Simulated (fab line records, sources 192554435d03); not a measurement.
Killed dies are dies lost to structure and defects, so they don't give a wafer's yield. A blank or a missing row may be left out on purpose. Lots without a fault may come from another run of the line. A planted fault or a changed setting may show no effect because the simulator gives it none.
Tool commonality check | flow n5_finfet | 9 lots, 25 wafers sampled

WHY IT WAS OPENED
At N5_BEOL_M4_RC_MEAS_101 the reading RS_NWELL is flagged on 3 of 9 lots. Wafers without a fault read 1036 ohm/sq, standard deviation 6.3.
Rule: a lot is flagged when every wafer of it that has a number lies more than 4 standard deviations from that mean, or none has a number. The other lots count as sound.

lot  | measured     | on        | RS_NWELL (ohm/sq), wafer by wafer | flag
L129 | day 9 04:48  | prober-02 | 1034 1036 1038                    |
L130 | day 9 12:25  | prober-02 | 1038 1025 1033                    |
L131 | day 9 14:31  | prober-01 | 1032 1048 1036                    |
L133 | day 9 16:41  | prober-01 | 1041 1037 1031                    |
L137 | day 10 16:13 | prober-01 | 1125 1116 1132                    | FLAGGED
L138 | day 11 10:02 | prober-02 | 1130 1129 1120                    | FLAGGED
L139 | day 11 10:47 | prober-01 | 1117                              | FLAGGED
L144 | day 12 12:24 | prober-01 | 1037 1037 1032                    |
L149 | day 14 04:16 | prober-02 | 1042 1047 1037                    |
The numbers of the flagged lots are 1124 ohm/sq on average: +88 ohm/sq against the usual, or +14 standard deviations.

WHICH TOOL RAN EACH LOT
The record holds 3 process steps before the reading, out of a route of 1938 steps. In each cell: the tool, then ch and the chambers that the sampled wafers went through, then the start.
lot  | flag    | N5_WELL_APT_IMPLANT_14         | N5_PMOS_HMC_CHANNEL_EPI_HM_OPEN_15 | N5_PMOS_HMC_CHANNEL_EPI_FIN_RECESS_16
L129 |         | implanter-02 ch 0, day 2 07:56 | rie_diel-03 ch 0,2,3, day 2 11:18  | rie_si-02 ch 0,1,3, day 2 11:41
L130 |         | implanter-02 ch 0, day 2 13:59 | rie_diel-02 ch 2,3, day 2 18:15    | rie_si-03 ch 0,2, day 2 18:38
L131 |         | implanter-01 ch 0, day 2 20:29 | rie_diel-02 ch 0,1,3, day 3 00:00  | rie_si-03 ch 0,1, day 3 00:24
L133 |         | implanter-01 ch 0, day 3 07:59 | rie_diel-04 ch 2,3, day 3 11:53    | rie_si-05 ch 0,2,3, day 3 12:17
L137 | FLAGGED | implanter-01 ch 0, day 4 08:33 | rie_diel-04 ch 0,1, day 4 11:55    | rie_si-03 ch 1,2, day 4 12:18
L138 | FLAGGED | implanter-01 ch 0, day 4 13:59 | rie_diel-03 ch 0,2, day 4 17:54    | rie_si-02 ch 0,2,3, day 4 18:16
L139 | FLAGGED | implanter-01 ch 0, day 4 20:08 | rie_diel-04 ch 0,3, day 4 23:38    | rie_si-02 ch 0,1,3, day 5 00:01
L144 |         | implanter-02 ch 0, day 6 01:52 | rie_diel-03 ch 0,1,3, day 6 05:40  | rie_si-05 ch 1,2,3, day 6 06:02
L149 |         | implanter-02 ch 0, day 7 07:44 | rie_diel-03 ch 1,2,3, day 7 11:01  | rie_si-05 ch 0,1,3, day 7 11:23
What these steps do:
- N5_WELL_APT_IMPLANT_14
- N5_PMOS_HMC_CHANNEL_EPI_HM_OPEN_15: chemistry CHF3/O2, target SiO2, target depth 40.6 nm, time 20.3 s.
- N5_PMOS_HMC_CHANNEL_EPI_FIN_RECESS_16: chemistry HBr/Cl2, target Si, target depth 54 nm, time 18 s.
- N5_BEOL_M4_RC_MEAS_101

FLAGGED OVER TOTAL, TOOL BY TOOL (the gauges that took the reading come last)
step                                  | tool         | lots run | flagged | share of the flagged lots | sound lots run after its first flagged lot
N5_WELL_APT_IMPLANT_14                | implanter-01 | 5        | 3       | all                       | 0
N5_WELL_APT_IMPLANT_14                | implanter-02 | 4        | 0       | none                      | -
N5_PMOS_HMC_CHANNEL_EPI_HM_OPEN_15    | rie_diel-02  | 2        | 0       | none                      | -
N5_PMOS_HMC_CHANNEL_EPI_HM_OPEN_15    | rie_diel-03  | 4        | 1       | some                      | 2 (L144,L149)
N5_PMOS_HMC_CHANNEL_EPI_HM_OPEN_15    | rie_diel-04  | 3        | 2       | some                      | 0
N5_PMOS_HMC_CHANNEL_EPI_FIN_RECESS_16 | rie_si-02    | 3        | 2       | some                      | 0
N5_PMOS_HMC_CHANNEL_EPI_FIN_RECESS_16 | rie_si-03    | 3        | 1       | some                      | 0
N5_PMOS_HMC_CHANNEL_EPI_FIN_RECESS_16 | rie_si-05    | 3        | 0       | none                      | -
N5_BEOL_M4_RC_MEAS_101                | prober-01    | 5        | 2       | some                      | 1 (L144)
N5_BEOL_M4_RC_MEAS_101                | prober-02    | 4        | 1       | some                      | 1 (L149)

WHAT THE TABLE ALLOWS
1 row of the table ran every flagged lot: implanter-01 at N5_WELL_APT_IMPLANT_14.
- implanter-01 at N5_WELL_APT_IMPLANT_14: 3 of its 5 lots flagged. Its last sound lot is L133 (day 3 07:59), its first flagged lot L137 (day 4 08:33): a fault that began between those two fits. Its own readings lie more than 4 standard deviations out on every wafer of the flagged lots: dose_ions_cm2, faraday_current_uA.
One tool is left: implanter-01 at N5_WELL_APT_IMPLANT_14.

WHAT THE SIMULATOR HAD PUT IN
Process parameter drift: implanter-01, from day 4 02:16 on, at N5_WELL_APT_IMPLANT_14. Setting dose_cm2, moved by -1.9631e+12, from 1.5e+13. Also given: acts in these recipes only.
Lots struck among those shown: L137, L138, L139. The rule above found the same.
